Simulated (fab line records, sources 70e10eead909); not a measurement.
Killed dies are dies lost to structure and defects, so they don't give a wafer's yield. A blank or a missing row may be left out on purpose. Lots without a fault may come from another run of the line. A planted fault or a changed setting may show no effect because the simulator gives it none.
Chamber matching | flow nand_harc | NHARC_A_CONTACT_ETCH_91 on rie_diel-11: 4 sister chambers
The step etches the open film in CH3F/O2, target depth 40 nm, time 85.7 s. 8 wafers are shown with their chamber, then 7 later ones without.

WAFERS WITH THEIR CHAMBER
wafer  | chamber | drypump_motor_current_A (A) | showerhead_plenum_p_Torr (Torr)
L076.5 | 2       | 6.4                         | 2.34
L078.2 | 2       | 6.4                         | 2.33
L079.1 | 1       | 5.8                         | 2.39
L081.1 | 1       | 5.8                         | 2.39
L081.2 | 3       | 5.9                         | 2.37
L081.3 | 0       | 5.5                         | 2.44
L080.2 | 3       | 5.8                         | 2.37
L080.4 | 0       | 5.5                         | 2.44

WAFERS WITHOUT THEIR CHAMBER
wafer  | drypump_motor_current_A (A) | showerhead_plenum_p_Torr (Torr)
L080.6 | 5.8                         | 2.37
L088.2 | 6.4                         | 2.32
L088.5 | 5.9                         | 2.36
L088.6 | 5.5                         | 2.44
L095.1 | 5.9                         | 2.35
L095.2 | 5.8                         | 2.37
L095.5 | 6.4                         | 2.31

WHICH CHAMBER EACH WENT THROUGH
wafer  | from the rows above | in truth
L080.6 | 3                   | 3
L088.2 | 2                   | 2
L088.5 | 3                   | 3
L088.6 | 0                   | 0
L095.1 | 3                   | 3
L095.2 | 3                   | 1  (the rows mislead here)
L095.5 | 2                   | 2
Placed correctly: 6 of 7. Can't be placed from these rows: 0. Placed wrongly: 1.
How it was worked out, from the rows above alone: a wafer's distance from a chamber is the root of the sum, over the readings, of the square of ((its reading less the chamber's mean) divided by the reading's scatter). The wafer belongs to the nearest chamber; if the next one is less than 2 further off, it can't be placed. A chamber's mean is the mean of its shown wafers. The scatter: the root of (the sum of the squares of (reading less its chamber's mean) over the shown wafers, divided by (wafers less chambers)).
